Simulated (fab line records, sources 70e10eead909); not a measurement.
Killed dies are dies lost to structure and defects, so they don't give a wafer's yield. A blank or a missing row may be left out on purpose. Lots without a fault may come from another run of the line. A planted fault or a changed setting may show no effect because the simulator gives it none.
Which tool did it? | flow nand_harc | 24 lots, 72 wafers sampled, at 5 steps of a route of 1302

WHAT THE GAUGES READ, wafer by wafer
NHARC_A_CONTACT_CD_MEAS_42: target cd 300 nm.
lot  | measured     | on        | cd_nm (nm)
L075 | day 21 20:04 | cd_sem-01 | 300.9 300.8 301.5
L074 | day 21 20:38 | cd_sem-01 | 301.1 300.7 301.5
L076 | day 22 17:54 | cd_sem-01 | 300.7 301.5 300.7
L077 | day 22 18:05 | cd_sem-03 | 301.1 301.0 300.3
L078 | day 23 01:44 | cd_sem-02 | 299.5 300.6 300.2
L080 | day 23 07:46 | cd_sem-03 | 299.4 299.6 300.0
L079 | day 24 14:21 | cd_sem-01 | 300.8 299.4 300.2
L084 | day 24 22:40 | cd_sem-01 | 300.3 301.2 300.0
L081 | day 25 04:08 | cd_sem-02 | 300.1 299.9 300.2
L083 | day 25 14:00 | cd_sem-01 | 299.3 300.4 300.2
L082 | day 25 04:49 | cd_sem-02 | 300.4 300.1 301.5
L086 | day 26 01:25 | cd_sem-01 | 300.4 301.8 300.1
L085 | day 26 04:10 | cd_sem-02 | 300.9 299.6 300.4
L087 | day 27 06:50 | cd_sem-03 | 300.2 300.0 299.8
L088 | day 27 03:04 | cd_sem-02 | 300.7 299.2 300.0
L089 | day 27 21:22 | cd_sem-02 | 299.5 300.0 299.7
L092 | day 28 07:05 | cd_sem-03 | 300.2 300.5 299.9
L091 | day 28 06:50 | cd_sem-01 | 300.8 299.6 300.7
L090 | day 28 07:10 | cd_sem-02 | 299.7 299.9 299.3
L093 | day 29 01:58 | cd_sem-03 | 300.6 300.8 300.4
L094 | day 30 05:52 | cd_sem-02 | 300.2 300.0 300.3
L096 | day 30 13:21 | cd_sem-01 | 300.4 299.6 300.6
L095 | day 30 23:22 | cd_sem-03 | 300.1 299.9 299.7
L097 | day 31 10:34 | cd_sem-02 | 299.7 300.0 299.4

WHICH TOOL RAN EACH LOT (tool, then ch and the chambers of the sampled wafers, then the start)
lot  | NHARC_A_SLIT_DESCUM_14             | NHARC_A_WL_FILL_CVD_20                   | NHARC_A_CONTACT_DEP_24          | NHARC_A_CONTACT_DEP_29
L075 | rie_diel-08 ch 0,3, day 20 07:39   | cvd_w-02 ch 0,1, day 21 14:29 or earlier | pecvd-03 ch 0,1, day 21 14:29   | pecvd-02 ch 0,1,2, day 21 19:20
L074 | rie_diel-01 ch 2,3, day 20 09:14   | cvd_w-01 ch 0,1, day 21 14:30 or earlier | pecvd-02 ch 0,1,2, day 21 14:30 | pecvd-02 ch 0,1,2, day 21 19:56
L076 | rie_diel-10 ch 1,2,3, day 21 04:11 | cvd_w-01 ch 0, day 22 12:25 or earlier   | pecvd-03 ch 0,2, day 22 12:25   | pecvd-03 ch 0,1,2, day 22 17:18
L077 | rie_diel-01 ch 1,2, day 21 05:46   | cvd_w-02 ch 0,1, day 22 12:29 or earlier | pecvd-02 ch 0,2, day 22 12:29   | pecvd-02 ch 1,2, day 22 17:20
L078 | rie_diel-08 ch 0,2,3, day 21 06:01 | cvd_w-01 ch 0,1, day 22 20:17 or earlier | pecvd-03 ch 1,2, day 22 20:17   | pecvd-01 ch 0,2, day 23 01:11
L080 | rie_diel-08 ch 1,2,3, day 21 16:32 | cvd_w-01 ch 0,1, day 23 00:43 or earlier | pecvd-02 ch 0,1,2, day 23 00:43 | pecvd-03 ch 0,1,2, day 23 07:12
L079 | rie_diel-10 ch 2,3, day 22 21:43   | cvd_w-02 ch 0,1, day 24 06:24 or earlier | pecvd-02 ch 0,2, day 24 06:24   | pecvd-02 ch 0,1,2, day 24 13:41
L084 | rie_diel-10 ch 0,1,2, day 23 09:58 | cvd_w-01 ch 0,1, day 24 17:11 or earlier | pecvd-01 ch 0,1, day 24 17:11   | pecvd-02 ch 1,2, day 24 22:07
L081 | rie_diel-08 ch 0,2,3, day 23 11:08 | cvd_w-02 ch 0,1, day 24 22:26 or earlier | pecvd-02 ch 0,1,2, day 24 22:26 | pecvd-02 ch 1,2, day 25 03:26
L083 | rie_diel-10 ch 0,1,3, day 23 11:53 | cvd_w-01 ch 0,1, day 25 05:58 or earlier | pecvd-01 ch 0,1,2, day 25 05:58 | pecvd-03 ch 0,1,2, day 25 13:17
L082 | rie_diel-08 ch 0,1,2, day 23 13:50 | cvd_w-01 ch 0,1, day 24 22:26 or earlier | pecvd-01 ch 0,1, day 24 22:26   | pecvd-03 ch 0,1, day 25 04:06
L086 | rie_diel-10 ch 0,1,2, day 24 10:14 | cvd_w-02 ch 0,1, day 25 19:48 or earlier | pecvd-03 ch 1,2, day 25 19:48   | pecvd-03 ch 0,1,2, day 26 00:42
L085 | rie_diel-08 ch 0,1,3, day 24 11:52 | cvd_w-01 ch 0,1, day 25 22:38 or earlier | pecvd-03 ch 0,1,2, day 25 22:38 | pecvd-01 ch 0,1,2, day 26 03:34
L087 | rie_diel-01 ch 0,1, day 25 09:26   | cvd_w-01 ch 0,1, day 26 20:04 or earlier | pecvd-01 ch 0,1, day 26 20:04   | pecvd-03 ch 0,1, day 27 06:09
L088 | rie_diel-08 ch 0,2,3, day 25 09:35 | cvd_w-01 ch 0,1, day 26 17:09 or earlier | pecvd-01 ch 0,1,2, day 26 17:09 | pecvd-01 ch 0,1,2, day 27 02:22
L089 | rie_diel-08 ch 1,2,3, day 26 08:01 | cvd_w-01 ch 0, day 27 15:35 or earlier   | pecvd-03 ch 0,1,2, day 27 15:35 | pecvd-01 ch 0,1, day 27 20:37
L092 | rie_diel-10 ch 0,2,3, day 26 15:28 | cvd_w-01 ch 0,1, day 28 01:35 or earlier | pecvd-01 ch 0,1,2, day 28 01:35 | pecvd-02 ch 0,1, day 28 06:25
L091 | rie_diel-01 ch 0,1, day 26 18:55   | cvd_w-02 ch 0,1, day 28 01:34 or earlier | pecvd-02 ch 1,2, day 28 01:34   | pecvd-03 ch 1,2, day 28 06:16
L090 | rie_diel-10 ch 2,3, day 26 19:19   | cvd_w-02 ch 0,1, day 28 01:47 or earlier | pecvd-03 ch 0,1,2, day 28 01:47 | pecvd-01 ch 1,2, day 28 06:37
L093 | rie_diel-08 ch 0,1, day 27 13:35   | cvd_w-01 ch 0, day 28 20:35 or earlier   | pecvd-01 ch 0,2, day 28 20:35   | pecvd-02 ch 0,1, day 29 01:22
L094 | rie_diel-08 ch 2,3, day 28 14:38   | cvd_w-01 ch 0,1, day 30 00:18 or earlier | pecvd-01 ch 0,1,2, day 30 00:18 | pecvd-03 ch 0,2, day 30 05:08
L096 | rie_diel-10 ch 0,2, day 28 21:36   | cvd_w-02 ch 0,1, day 30 07:50 or earlier | pecvd-03 ch 1,2, day 30 07:50   | pecvd-02 ch 0,1, day 30 12:46
L095 | rie_diel-01 ch 0,1,2, day 29 10:19 | cvd_w-02 ch 0,1, day 30 17:46 or earlier | pecvd-03 ch 0,1,2, day 30 17:46 | pecvd-02 ch 0,1,2, day 30 22:38
L097 | rie_diel-01 ch 2,3, day 29 21:26   | cvd_w-02 ch 0,1, day 31 05:05 or earlier | pecvd-01 ch 0,2, day 31 05:05   | pecvd-01 ch 0,2, day 31 09:54
- NHARC_A_SLIT_DESCUM_14: chemistry O2, time 3 s.
- NHARC_A_WL_FILL_CVD_20: deposits W, target thk 100 nm, time 74 s.
- NHARC_A_CONTACT_DEP_24: deposits SiO2, target thk 500 nm.
- NHARC_A_CONTACT_DEP_29: deposits SiON, target thk 100 nm.

WHAT THE TOOLS THEMSELVES READ (means of the sampled wafers that have a number; where no wafer has one, the mark that the record gives instead)
NHARC_A_SLIT_DESCUM_14.
lot  | tool        | drypump_motor_current_A (A) | oes_product_au (a.u.) | rf_vpp_V (V) | showerhead_plenum_p_Torr (Torr) | throttle_valve_pct (%)
L075 | rie_diel-08 | 5.9                         | 1.003                 | 57.9         | 1.96                            | 11.324
L074 | rie_diel-01 | 6.1                         | 1.002                 | 58.2         | 1.97                            | 11.305
L076 | rie_diel-10 | 5.4                         | 0.993                 | 58.1         | 1.99                            | 11.306
L077 | rie_diel-01 | 5.8                         | 1.005                 | 58.6         | 1.87                            | 11.311
L078 | rie_diel-08 | 6.0                         | 0.997                 | 57.6         | 1.91                            | 11.312
L080 | rie_diel-08 | 6.2                         | 0.996                 | 57.5         | 1.86                            | 11.308
L079 | rie_diel-10 | 5.4                         | 1.001                 | 58.7         | 2.04                            | 11.305
L084 | rie_diel-10 | 5.3                         | 1.000                 | 57.3         | 1.91                            | 11.320
L081 | rie_diel-08 | 6.0                         | 1.006                 | 57.5         | 1.91                            | 11.316
L083 | rie_diel-10 | 5.3                         | 1.000                 | 57.4         | 1.92                            | 11.307
L082 | rie_diel-08 | 6.0                         | 1.007                 | 58.1         | 1.87                            | 11.315
L086 | rie_diel-10 | 5.3                         | 1.008                 | 57.3         | 1.91                            | 11.313
L085 | rie_diel-08 | 6.2                         | 0.990                 | 57.6         | 1.91                            | 11.304
L087 | rie_diel-01 | 5.7                         | 1.013                 | 57.6         | 1.81                            | 11.314
L088 | rie_diel-08 | 6.0                         | 1.000                 | 57.7         | 1.91                            | 11.321
L089 | rie_diel-08 | 6.2                         | 0.986                 | 57.7         | 1.86                            | 11.308
L092 | rie_diel-10 | 5.3                         | 1.001                 | 57.5         | 1.97                            | 11.296
L091 | rie_diel-01 | 5.9                         | 0.991                 | 57.5         | 1.83                            | 11.313
L090 | rie_diel-10 | 5.4                         | 0.991                 | 58.2         | 2.04                            | 11.307
L093 | rie_diel-08 | 6.2                         | 0.997                 | 57.6         | 1.87                            | 11.305
L094 | rie_diel-08 | 6.3                         | 0.993                 | 57.9         | 1.90                            | 11.309
L096 | rie_diel-10 | 5.3                         | 1.001                 | 57.3         | 1.96                            | 11.315
L095 | rie_diel-01 | 6.0                         | 1.000                 | 58.1         | 1.89                            | 11.315
L097 | rie_diel-01 | 6.2                         | 1.010                 | 58.6         | 1.99                            | 11.310

NHARC_A_WL_FILL_CVD_20.
lot  | tool     | heater_power_w (W) | throttle_valve_pct (%)
L075 | cvd_w-02 | 767                | 8.1
L074 | cvd_w-01 | 819                | 7.7
L076 | cvd_w-01 | 905                | 7.5
L077 | cvd_w-02 | 792                | 8.1
L078 | cvd_w-01 | 863                | 7.6
L080 | cvd_w-01 | 833                | 8.0
L079 | cvd_w-02 | 798                | 7.9
L084 | cvd_w-01 | 855                | 7.8
L081 | cvd_w-02 | 782                | 8.2
L083 | cvd_w-01 | 846                | 7.8
L082 | cvd_w-01 | 845                | 7.4
L086 | cvd_w-02 | 780                | 8.5
L085 | cvd_w-01 | 864                | 7.7
L087 | cvd_w-01 | 847                | 7.6
L088 | cvd_w-01 | 850                | 7.7
L089 | cvd_w-01 | 917                | 7.7
L092 | cvd_w-01 | 846                | 7.8
L091 | cvd_w-02 | 731                | 8.2
L090 | cvd_w-02 | 755                | 8.1
L093 | cvd_w-01 | 929                | 7.5
L094 | cvd_w-01 | 843                | 7.9
L096 | cvd_w-02 | 763                | 7.9
L095 | cvd_w-02 | 764                | 7.7
L097 | cvd_w-02 | 743                | 8.1

NHARC_A_CONTACT_DEP_24.
lot  | tool     | heater_power_w (W) | rf_fwd_power_W (W) | throttle_valve_pct (%)
L075 | pecvd-03 | 599                | 897.2              | 16.0
L074 | pecvd-02 | 538                | 899.3              | 15.8
L076 | pecvd-03 | 627                | 897.1              | 16.1
L077 | pecvd-02 | 574                | 898.8              | 15.9
L078 | pecvd-03 | 566                | 900.7              | 16.7
L080 | pecvd-02 | 533                | 896.1              | 16.0
L079 | pecvd-02 | 484                | 899.1              | 16.0
L084 | pecvd-01 | 522                | 896.7              | 15.4
L081 | pecvd-02 | 517                | 899.2              | 15.9
L083 | pecvd-01 | 547                | 897.7              | 15.6
L082 | pecvd-01 | 601                | 897.8              | 15.7
L086 | pecvd-03 | 564                | 897.4              | 16.4
L085 | pecvd-03 | 611                | 899.2              | 16.0
L087 | pecvd-01 | 573                | 897.6              | 15.7
L088 | pecvd-01 | 605                | 898.3              | 15.8
L089 | pecvd-03 | 604                | 898.2              | 16.2
L092 | pecvd-01 | 581                | 898.8              | 15.7
L091 | pecvd-02 | 593                | 899.0              | 15.9
L090 | pecvd-03 | 600                | 897.6              | 16.1
L093 | pecvd-01 | 629                | 899.7              | 16.0
L094 | pecvd-01 | 566                | 900.5              | 15.7
L096 | pecvd-03 | 599                | 899.8              | 16.5
L095 | pecvd-03 | 636                | 896.9              | 16.4
L097 | pecvd-01 | 525                | 899.7              | 16.0

NHARC_A_CONTACT_DEP_29.
lot  | tool     | heater_power_w (W) | rf_fwd_power_W (W)
L075 | pecvd-02 | 784                | 348.2
L074 | pecvd-02 | 735                | 348.2
L076 | pecvd-03 | 816                | 349.2
L077 | pecvd-02 | 745                | 347.4
L078 | pecvd-01 | 755                | 349.2
L080 | pecvd-03 | 776                | 347.8
L079 | pecvd-02 | 780                | 347.7
L084 | pecvd-02 | 802                | 348.2
L081 | pecvd-02 | 771                | 348.0
L083 | pecvd-03 | 795                | 347.9
L082 | pecvd-03 | 758                | 348.1
L086 | pecvd-03 | 843                | 348.3
L085 | pecvd-01 | 722                | 349.0
L087 | pecvd-03 | 795                | 347.8
L088 | pecvd-01 | 751                | 349.0
L089 | pecvd-01 | 829                | 347.1
L092 | pecvd-02 | 683                | 347.5
L091 | pecvd-03 | 825                | 349.0
L090 | pecvd-01 | 655                | 349.3
L093 | pecvd-02 | 697                | 346.9
L094 | pecvd-03 | 834                | 348.6
L096 | pecvd-02 | 724                | 349.3
L095 | pecvd-02 | 751                | 348.0
L097 | pecvd-01 | 717                | 349.6

THE ANSWER, worked out from the rows above alone
Rule: what is usual is taken from the lots themselves. Put in order of their means at a reading, lots are off if they are a third of the lots or fewer, leave a main group of 4 or more, and stand apart from it by a gap of 3 or more times the standard deviation of the main group's means; of several such gaps the widest counts. A main group whose means are all the same, to the digits that the tables above print for the reading, isn't used. A lot without any number at a reading at which 4 lots or more have one is off too. The other lots that the step has rows for count as sound. The gauges are gone through in route order, then the tools' own readings, and for those a lot's mean is taken as printed above. The first step at which some lot is off is used, and at that step the reading that is off furthest; a lot without a number counts as furthest.
No lot is off at any reading shown: from this, nothing can be told.

WHAT THE SIMULATOR HAD PUT IN
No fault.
